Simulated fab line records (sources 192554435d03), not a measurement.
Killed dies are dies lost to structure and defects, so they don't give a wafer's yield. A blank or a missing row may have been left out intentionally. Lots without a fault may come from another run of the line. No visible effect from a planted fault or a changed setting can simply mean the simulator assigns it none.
Split-lot study ; flow n5-finfet ; route with 1938 steps; 7 lots, 21 wafers read

## ABOUT THE SPLIT
At N5_BEOL_M14_SPUTTER_43 (material TaN, target thk 15 nm, time 24.19 s), the setting power-w was moved away from the recipe's 15000 W on 8 of the 21 wafers read, by -14.6% to +7.7%. All remaining wafers had this setting at the recipe value.

The split's own step is where the reading is taken.

## THE READING
TaN_of_BEOL_M14_SPUTTER_43.thk-nm (the simulator's own value, which no gauge read), in nm, at N5_BEOL_M14_SPUTTER_43 (material TaN, target thk 15 nm, time 24.19 s). No usual value for it is given in the file. Here, 13 wafers ran the recipe; their average is 15.1 nm with a standard deviation of 0.17 nm.

wafer;tool, chamber at the split;power-w as run, W;against the recipe;TaN_of_BEOL_M14_SPUTTER_43.thk-nm, nm;against lot-mates on the recipe
L076.1;pvd-sputter-02, -;15000;recipe;15;-
L076.3;pvd-sputter-02, -;15000;recipe;15.2;-
L076.6;pvd-sputter-02, -;12810;-14.6%;12.8;-2.3
L077.3;pvd-sputter-03, -;16160;+7.7%;16;+1.0
L077.6;pvd-sputter-03, -;16160;+7.7%;16;+1.0
L077.4;pvd-sputter-03, -;15000;recipe;15;-
L078.2;pvd-sputter-03, -;15000;recipe;15.2;-
L078.4;pvd-sputter-03, -;15000;recipe;15.2;-
L078.5;pvd-sputter-03, -;15000;recipe;14.8;-
L081.3;pvd-sputter-02, -;15000;recipe;15.2;-
L081.4;pvd-sputter-02, -;15000;recipe;15.4;-
L081.6;pvd-sputter-02, -;15000;recipe;15;-
L091.2;pvd-sputter-02, -;15000;recipe;14.8;-
L091.3;pvd-sputter-02, -;15000;recipe;15;-
L091.6;pvd-sputter-02, -;14090;-6.1%;14;-0.9
L095.3;pvd-sputter-02, -;15000;recipe;15;-
L095.4;pvd-sputter-02, -;15960;+6.4%;15.8;+0.7
L095.5;pvd-sputter-02, -;15000;recipe;15.2;-
L093.2;pvd-sputter-03, -;13420;-10.5%;13.4;no lot-mate on the recipe
L093.4;pvd-sputter-03, -;13420;-10.5%;13.4;no lot-mate on the recipe
L093.5;pvd-sputter-03, -;13420;-10.5%;13.2;no lot-mate on the recipe

THE FIT
A straight line over all 21 wafers: TaN_of_BEOL_M14_SPUTTER_43.thk-nm changes by +0.15 nm for each +1% of power-w; r = +0.98; the points scatter about the line by 0.17 nm.
The same after taking each lot's own level away (the mean of its wafers on the recipe; 18 wafers): +0.144 nm for each +1%; r = +0.98; scatter 0.14 nm.
According to that fit, moving power-w by its largest amount changes the reading by 2.1 nm.
Across the lots, their own levels run from 14.90 to 15.20 nm, a range of 1.8 times the standard deviation given above.
The two slopes are in agreement: the lot-to-lot level therefore moves the slope only a little.
Check: for one of the wafers moved furthest among these (-14.6%), held out of the fit, the line's prediction against its lot-mates is -1.91 nm. It came out at -2.3 nm against them.

## ADDITIONAL SPLITS CARRIED BY THESE WAFERS
Before the reading, these wafers also passed through other splits. Each is held against what the fit with the lots' levels taken away leaves over:
other split on the same wafers;wafers away from the commonest value;r with TaN_of_BEOL_M14_SPUTTER_43.thk-nm (lot level and that fit taken away)
N5_BEOL_M12_ILD_DEP_00 time-s;7;-0.32
N5_BEOL_M13_TRENCH_ETCH_34 time-s;9;+0.00

## FILE'S OWN FIT
TaN_of_BEOL_M14_SPUTTER_43.thk-nm changes by +0.146 nm for each +1% of power-w, r = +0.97.
